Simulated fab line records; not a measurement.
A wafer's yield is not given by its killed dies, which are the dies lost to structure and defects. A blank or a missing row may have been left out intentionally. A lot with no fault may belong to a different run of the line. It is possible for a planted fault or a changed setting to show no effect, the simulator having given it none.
A struck lot beside a sound one ; flow n5Finfet ; 26 out of 1938 route steps
Sound: wafers L923.4, L923.5, L923.6. Wafers struck: L927.1, L927.3, L927.6. The cause is named last.
Per side, at each step with rows, come the tool, then ch with its chambers, and then its first start. Under that, the readings that differ: sound wafers ; struck wafers ; difference of the means ; sigmas: that difference in standard deviations of wafers without a fault.
alike: words and numbers the same on both sides, and readings whose means are apart by under 2 such deviations; not compared: readings that were withheld, readings missing a value for some wafer, numbers with overlapping values and no deviation given by the record, and bounds like >300 which may hide the same value.
A row with sigmas, a row that says differs or no value, or rows on one side alone: a step with any of these is where the two part. When numbers do not overlap yet have no deviation, they are printed without sigmas and do not part them. A reading missing from all wafers of one side parts the sides only when that side holds two or more wafers.

N5_BEOL_M6_ETCH_62: etches SOC in N2/H2, target depth 110 nm, overetch 22 nm, time 165 s.
  sound on rieDiel-05 ch 0,1, day 8 17:25; struck on rieDiel-05 ch 0,1,3, day 9 17:58
  alike: drypumpMotorCurrentA, n2FlowSccm, oesProductAu, rfVppV, showerheadPlenumPTorr, throttleValvePct
  not compared: rfHoursCounterH
then, 1 step without rows for these wafers: N5_BEOL_M6_STRIP_68 (strips in N2/H2).
N5_BEOL_M6_STRIP_67: strips in CF4.
  sound on rieDiel-05 ch 0,1, day 8 17:33; struck on rieDiel-05 ch 0,1,3, day 9 18:07
  alike: drypumpMotorCurrentA, oesProductAu, rfVppV, showerheadPlenumPTorr, throttleValvePct
  not compared: rfHoursCounterH
N5_BEOL_M6_HM_OPEN_17: chemistry Cl2/BCl3, target TiN, target depth 20 nm, overetch 6 nm.
  sound on rieMetal-01 ch 0,1, day 8 17:37; struck on rieMetal-02 ch 0,1, day 9 18:10
  alike: drypumpMotorCurrentA, oesProductAu, throttleValvePct
  not compared: rfHoursCounterH
then, 1 step without rows for these wafers: N5_BEOL_M6_STRIP_19 (strips in O2).
N5_BEOL_M6_CD_MEAS_18: pitch 80 nm, target cd 40 nm.
  sound on cdSem-02, day 8 17:47; struck on cdSem-03, day 9 18:20
  alike: cdNm
then, 6 steps without rows for these wafers: N5_BEOL_M6_COAT_63 (time 60 s, resist thk 60 nm); N5_BEOL_M6_COAT_64 (time 60 s, resist thk 12 nm); N5_BEOL_M6_COAT_71 (time 60 s, resist thk 5 nm); N5_BEOL_M6_COAT_22 (resist thk 30 nm); N5_BEOL_M6_EBR_24; N5_BEOL_M6_SOFTBAKE_23 (time 60 s).
N5_BEOL_M6_EXPOSE_25: exposes mask V5, target cd 40 nm.
  sound on euvScanner-01 ch 0, day 8 18:33; struck on euvScanner-01 ch 0, day 9 18:49
reading;sound;struck;difference;sigmas
exposureDoseMJCm2;45.00 44.95 44.91;45.89 45.99 45.90;+0.97;+5
  alike: mask
then, 2 steps without rows for these wafers: N5_BEOL_M6_PEB_26 (peb time 60 s); N5_BEOL_M6_DEVELOP_27 (develop time 30 s).
N5_BEOL_M6_CD_MEAS_28: target cd 40 nm.
  sound on cdSem-01 ch 0, day 8 18:40; struck on cdSem-03 ch 0, day 9 18:57
reading;sound;struck;difference;sigmas
cdNm (nm);39.59 39.72 39.83;40.65 40.61 40.54;+0.89;+4
N5_BEOL_M6_OVL_MEAS_29:
  sound on overlay-01 ch 0, day 8 18:43; struck on overlay-02 ch 0, day 9 18:59
  alike: V5_OVL
N5_BEOL_M6_INSPECT_30: inspects for defects (brightfield).
  sound on defectInspect-02, day 8 18:45; struck on defectInspect-01, day 9 19:02
  alike: rawDefectCount
N5_BEOL_M6_DESCUM_33: chemistry O2, time 7 s.
  sound on rieDiel-04 ch 0,2,3, day 8 18:47; struck on rieDiel-05 ch 0,3, day 9 19:14
reading;sound;struck;difference;sigmas
throttleValvePct (%);20.50 20.29 20.35;20.04 20.17 20.06;-0.29;-2
model.BEOL_M6.cdNm (nm);40 40 40;40.4 40.6 40.4;+0.5;
  alike: drypumpMotorCurrentA, oesProductAu, rfVppV, showerheadPlenumPTorr
  not compared: rfHoursCounterH
N5_BEOL_M6_ETCH_72: etches underlayer in N2/H2, target depth 6.5 nm, time 5.2 s.
  sound on rieDiel-04 ch 0,2,3, day 8 18:49; struck on rieDiel-05 ch 0,3, day 9 19:16
  alike: drypumpMotorCurrentA, etchRfOnTimeS, n2FlowSccm, oesProductAu, rfVppV, showerheadPlenumPTorr, throttleValvePct
  not compared: rfHoursCounterH
N5_BEOL_M6_ETCH_65: etches SiARC in CF4, target depth 15.6 nm, time 26 s.
  sound on rieDiel-04 ch 0,2,3, day 8 18:50; struck on rieDiel-05 ch 0,3, day 9 19:17
  alike: drypumpMotorCurrentA, etchRfOnTimeS, oesProductAu, rfVppV, showerheadPlenumPTorr, throttleValvePct
  not compared: rfHoursCounterH
then, 3 steps without rows for these wafers: N5_BEOL_M6_ETCH_66 (etches SOC in N2/H2, target depth 80 nm, overetch 16 nm, time 120 s); N5_BEOL_M6_STRIP_69 (strips in N2/H2); N5_BEOL_M6_STRIP_73 (strips in N2/H2).
N5_BEOL_M6_VIA_ETCH_34: etches SiCOH lowk in C4F6/O2, target depth 126.3 nm, time 50.9 s.
  sound on rieDiel-04 ch 0,2,3, day 8 18:58; struck on rieDiel-05 ch 0,3, day 9 19:25
  alike: drypumpMotorCurrentA, oesProductAu, rfVppV, showerheadPlenumPTorr, throttleValvePct
  not compared: rfHoursCounterH, model.BEOL_M6.cdNm
then, 1 step without rows for these wafers: N5_BEOL_M6_STRIP_76 (strips in C4F6/O2).

## WHERE THEY PART
First at N5_BEOL_M6_EXPOSE_25; last, within this record, at N5_BEOL_M6_DESCUM_33. Later steps at which nothing parts them and some readings are alike: N5_BEOL_M6_ETCH_72, N5_BEOL_M6_ETCH_65, N5_BEOL_M6_VIA_ETCH_34.

WHY: what the simulator had put in
Process parameters drifting: euvScanner-01 at N5_BEOL_M6_EXPOSE_25, beginning at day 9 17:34. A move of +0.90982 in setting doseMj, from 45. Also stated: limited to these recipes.
